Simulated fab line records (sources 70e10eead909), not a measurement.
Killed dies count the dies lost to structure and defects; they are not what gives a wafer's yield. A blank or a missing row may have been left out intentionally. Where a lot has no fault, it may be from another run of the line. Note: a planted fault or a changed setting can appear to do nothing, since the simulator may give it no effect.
Matching of chambers | flow nand_harc | rie_diel-02 running NHARC_P_GATE_ETCH_104: 4 sister chambers
The step etches the open film in CF4/CHF3, target depth 60 nm. 16 wafers are shown with their chamber, then 8 later ones without.

## WAFERS, EACH WITH ITS CHAMBER
wafer  | chamber | drypump_motor_current_A (A) | showerhead_plenum_p_Torr (Torr) | rf_vpp_V (V)
L075.1 | 0       | 6.0                         | 1.57                            | 370.5
L075.4 | 2       | 5.2                         | 1.48                            | 366.7
L075.5 | 1       | 5.5                         | 1.62                            | 373.5
L078.3 | 2       | 5.2                         | 1.48                            | 367.5
L078.4 | 3       | 5.4                         | 1.59                            | 370.6
L078.6 | 2       | 5.2                         | 1.48                            | 366.2
L080.3 | 3       | 5.4                         | 1.59                            | 370.5
L080.4 | 1       | 5.5                         | 1.61                            | 371.9
L080.5 | 0       | 5.9                         | 1.57                            | 370.6
L084.1 | 2       | 5.2                         | 1.47                            | 366.6
L084.4 | 0       | 5.9                         | 1.56                            | 370.5
L084.5 | 0       | 5.9                         | 1.56                            | 371.7
L086.1 | 3       | 5.4                         | 1.59                            | 370.2
L086.2 | 0       | 5.9                         | 1.56                            | 371.0
L086.4 | 1       | 5.5                         | 1.61                            | 371.9
L088.2 | 3       | 5.4                         | 1.59                            | 372.5

SIGNATURES (means of the wafers above)
reading                  | chamber 0 | chamber 1 | chamber 2 | chamber 3 | scatter within a chamber
drypump_motor_current_A  | 5.920     | 5.500     | 5.200     | 5.400     | 0.0258
showerhead_plenum_p_Torr | 1.5640    | 1.6133    | 1.4775    | 1.5900    | 0.00467
rf_vpp_V                 | 370.860   | 372.433   | 366.750   | 370.950   | 0.76
Rule: distance of a wafer from a chamber = root of the sum over the readings of ((wafer's reading minus chamber's mean) / reading's scatter) squared. The wafer belongs to the nearest chamber; if the next one is less than 2 further off, it can't be placed. The scatter is the square root of a quotient: the sum, over the shown wafers, of each reading's squared deviation from its chamber's mean, divided by wafers minus chambers.

## WAFERS WITHOUT THEIR CHAMBER
wafer  | drypump_motor_current_A (A) | showerhead_plenum_p_Torr (Torr) | rf_vpp_V (V)
L088.4 | 5.5                         | 1.61                            | 372.1
L088.5 | 5.4                         | 1.59                            | 371.0
L091.2 | 5.5                         | 1.61                            | 371.7
L091.3 | 5.2                         | 1.47                            | 366.7
L091.4 | 5.4                         | 1.58                            | 371.2
L094.2 | 6.0                         | 1.56                            | 370.2
L094.3 | 5.5                         | 1.61                            | 371.4
L094.4 | 5.2                         | 1.47                            | 367.3

## THE CHAMBER EACH PASSED THROUGH
wafer  | from the rows above | in truth
L088.4 | 1                   | 1
L088.5 | 3                   | 3
L091.2 | 1                   | 1
L091.3 | 2                   | 2
L091.4 | 3                   | 3
L094.2 | 0                   | 0
L094.3 | 1                   | 1
L094.4 | 2                   | 2
Correctly placed: 8 of 8. From these rows, 0 cannot be placed. Wrongly placed: 0.
